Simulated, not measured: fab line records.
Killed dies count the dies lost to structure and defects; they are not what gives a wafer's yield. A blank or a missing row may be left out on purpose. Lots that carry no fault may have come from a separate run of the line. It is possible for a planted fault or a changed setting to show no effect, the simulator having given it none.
Split-lot study + flow n5Finfet + 7 lots, 39 wafers read, on a route of 1938 steps

THE SPLIT ITSELF
At N5_BEOL_M7_TRENCH_ETCH_37 (etches SiCOH lowk in C4F6/O2, target depth 93.478 nm, time 31.2 s), the setting timeS was moved away from the recipe's 31.2 s on 6 of the 39 wafers read, by -38.9% to -32.5%. This setting was run at the recipe's value on the other wafers.

FROM THE SPLIT TO THE READING: what the file shows between them, 11 steps
- N5_BEOL_M7_ETCH_41: etches SiCN in CH3F/O2, target depth 31.9 nm, time 57.8 s
- N5_BEOL_M7_STRIP_80: strips in N2/H2, time 10 s
- N5_BEOL_M7_OCD_MEAS_38
- N5_BEOL_M7_HM_STRIP_39: strips TiN in peroxide tin strip, target depth 25 nm, time 158 s
- N5_BEOL_M7_SRD_40: time 30 s
- N5_BEOL_M7_ECD_50: material Cu, target thk 300 nm
- N5_BEOL_M7_ANNEAL_51: time 90 s
- N5_BEOL_M7_CMP_52: polishes, stops on SiCOH lowk, t overpolish 6.9 s, target thk 80 nm
- N5_BEOL_M7_THK_MEAS_53: measures by xrf
- N5_BEOL_M7_PRE_CLEAN_55: time 15 s
- N5_BEOL_M7_DEP_56: deposits SiCN from 3MS/NH3, target thk 10 nm, time 17.5 s

THE READING
M7_RS (ohm/sq), read at N5_BEOL_M7_RS_MEAS_57 with a four-point probe. Typical for fault-free wafers on this fab line: 0.287 ohm/sq, with standard deviation 0.0076 ohm/sq.

| wafer  | tool, chamber at the split | timeS as run, s | against the recipe | M7_RS, ohm/sq | against lot-mates on the recipe |
|--------|----------------------------|-----------------|--------------------|---------------|---------------------------------|
| L078.1 | rieDiel-03, 2              | 31.2            | recipe             | 0.300         | -                               |
| L078.3 | rieDiel-03, 3              | 31.2            | recipe             | 0.284         | -                               |
| L078.5 | rieDiel-03, 3              | 31.2            | recipe             | 0.284         | -                               |
| L081.1 | rieDiel-03, 3              | 31.2            | recipe             | 0.280         | -                               |
| L081.2 | rieDiel-03, 1              | 31.2            | recipe             | 0.298         | -                               |
| L081.3 | rieDiel-03, 2              | 31.2            | recipe             | 0.285         | -                               |
| L081.4 | rieDiel-03, 0              | 31.2            | recipe             | 0.285         | -                               |
| L081.5 | rieDiel-03, 1              | 31.2            | recipe             | 0.300         | -                               |
| L081.6 | rieDiel-03, 0              | 31.2            | recipe             | 0.298         | -                               |
| L082.1 | rieDiel-02, 1              | 31.2            | recipe             | 0.290         | -                               |
| L082.2 | rieDiel-02, 3              | 31.2            | recipe             | 0.294         | -                               |
| L082.3 | rieDiel-02, 2              | 31.2            | recipe             | 0.285         | -                               |
| L082.4 | rieDiel-02, 0              | 31.2            | recipe             | 0.277         | -                               |
| L082.5 | rieDiel-02, 2              | 31.2            | recipe             | 0.281         | -                               |
| L082.6 | rieDiel-02, 1              | 31.2            | recipe             | 0.284         | -                               |
| L083.1 | rieDiel-01, 0              | 21.07           | -32.5%             | 0.522         | +0.242                          |
| L083.2 | rieDiel-01, 2              | 21.07           | -32.5%             | 0.516         | +0.236                          |
| L083.3 | rieDiel-01, 1              | 31.2            | recipe             | 0.275         | -                               |
| L083.4 | rieDiel-01, 3              | 31.2            | recipe             | 0.285         | -                               |
| L083.5 | rieDiel-01, 1              | 21.07           | -32.5%             | 0.512         | +0.232                          |
| L083.6 | rieDiel-01, 2              | 31.2            | recipe             | 0.281         | -                               |
| L091.1 | rieDiel-02, 0              | 19.07           | -38.9%             | 0.608         | +0.322                          |
| L091.2 | rieDiel-02, 3              | 31.2            | recipe             | 0.286         | -                               |
| L091.3 | rieDiel-02, 2              | 19.07           | -38.9%             | 0.615         | +0.329                          |
| L091.4 | rieDiel-02, 2              | 31.2            | recipe             | 0.287         | -                               |
| L091.5 | rieDiel-02, 0              | 19.07           | -38.9%             | 0.602         | +0.316                          |
| L091.6 | rieDiel-02, 3              | 31.2            | recipe             | 0.285         | -                               |
| L093.1 | rieDiel-03, 3              | 31.2            | recipe             | 0.281         | -                               |
| L093.2 | rieDiel-03, 1              | 31.2            | recipe             | 0.301         | -                               |
| L093.3 | rieDiel-03, 2              | 31.2            | recipe             | 0.290         | -                               |
| L093.4 | rieDiel-03, 0              | 31.2            | recipe             | 0.297         | -                               |
| L093.5 | rieDiel-03, 1              | 31.2            | recipe             | 0.300         | -                               |
| L093.6 | rieDiel-03, 0              | 31.2            | recipe             | 0.289         | -                               |
| L092.1 | rieDiel-02, 3              | 31.2            | recipe             | 0.288         | -                               |
| L092.2 | rieDiel-02, 0              | 31.2            | recipe             | 0.273         | -                               |
| L092.3 | rieDiel-02, 2              | 31.2            | recipe             | 0.279         | -                               |
| L092.4 | rieDiel-02, 0              | 31.2            | recipe             | 0.285         | -                               |
| L092.5 | rieDiel-02, 2              | 31.2            | recipe             | 0.283         | -                               |
| L092.6 | rieDiel-02, 3              | 31.2            | recipe             | 0.282         | -                               |

THE FIT
A straight line over all 39 wafers: M7_RS changes by -0.00778 ohm/sq for each +1% of timeS; r = -0.99; the points scatter about the line by 0.011 ohm/sq.
The same after taking each lot's own level away (the mean of its wafers on the recipe; 39 wafers): -0.00788 ohm/sq for each +1%; r = -1.00; scatter 0.0094 ohm/sq.
According to that fit, moving timeS by its largest amount changes the reading by 0.31 ohm/sq.
From 0.2803 to 0.2930 ohm/sq: that is the span of the lots' own levels, equal to 1.7 times the standard deviation above.
The two slopes are in agreement: the lot-to-lot level therefore moves the slope only a little.
Check: for one of the wafers moved furthest among these (-38.9%), held out of the fit, the line's prediction against its lot-mates is +0.302 ohm/sq. It came out at +0.322 ohm/sq against them.

THE WHOLE CHAIN: every reading that the file lists as answering this split, in the file's order
| step                      | what it does                                                        | reading                                                                         | change (the file's fit)                | r (the file's) |
|---------------------------|---------------------------------------------------------------------|---------------------------------------------------------------------------------|----------------------------------------|----------------|
| N5_BEOL_M7_TRENCH_ETCH_37 | etches SiCOH lowk in C4F6/O2, target depth 93.478 nm, time 31.2 s   | BEOL_M7.featureDepthNm (the simulator's own value, which no gauge read)         | +0.944 nm for each +1% of the setting  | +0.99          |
| N5_BEOL_M7_TRENCH_ETCH_37 | etches SiCOH lowk in C4F6/O2, target depth 93.478 nm, time 31.2 s   | etch.depthNm (the simulator's own value, which no gauge read)                   | +0.945 nm for each +1% of the setting  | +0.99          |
| N5_BEOL_M7_TRENCH_ETCH_37 | etches SiCOH lowk in C4F6/O2, target depth 93.478 nm, time 31.2 s   | TiN_of_BEOL_M7_HM_DEP_02.thkNm (the simulator's own value, which no gauge read) | -0.0271 nm for each +1% of the setting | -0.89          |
| N5_BEOL_M7_OCD_MEAS_38    |                                                                     | trenchDepthNm                                                                   | +0.947 nm for each +1% of the setting  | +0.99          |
| N5_BEOL_M7_CMP_52         | polishes, stops on SiCOH lowk, t overpolish 6.9 s, target thk 80 nm | Cu_of_BEOL_M7_ECD_50.thkNm (the simulator's own value, which no gauge read)     | +0.965 nm for each +1% of the setting  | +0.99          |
| N5_BEOL_M7_THK_MEAS_53    | measures by xrf                                                     | M7_THK                                                                          | +0.965 for each +1% of the setting     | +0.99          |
| N5_BEOL_M7_RS_MEAS_57     | measures by four-point-probe                                        | M7_RS                                                                           | -0.00788 for each +1% of the setting   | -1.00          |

FILE'S OWN FIT
M7_RS changes by -0.00788 ohm/sq for each +1% of timeS, r = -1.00.
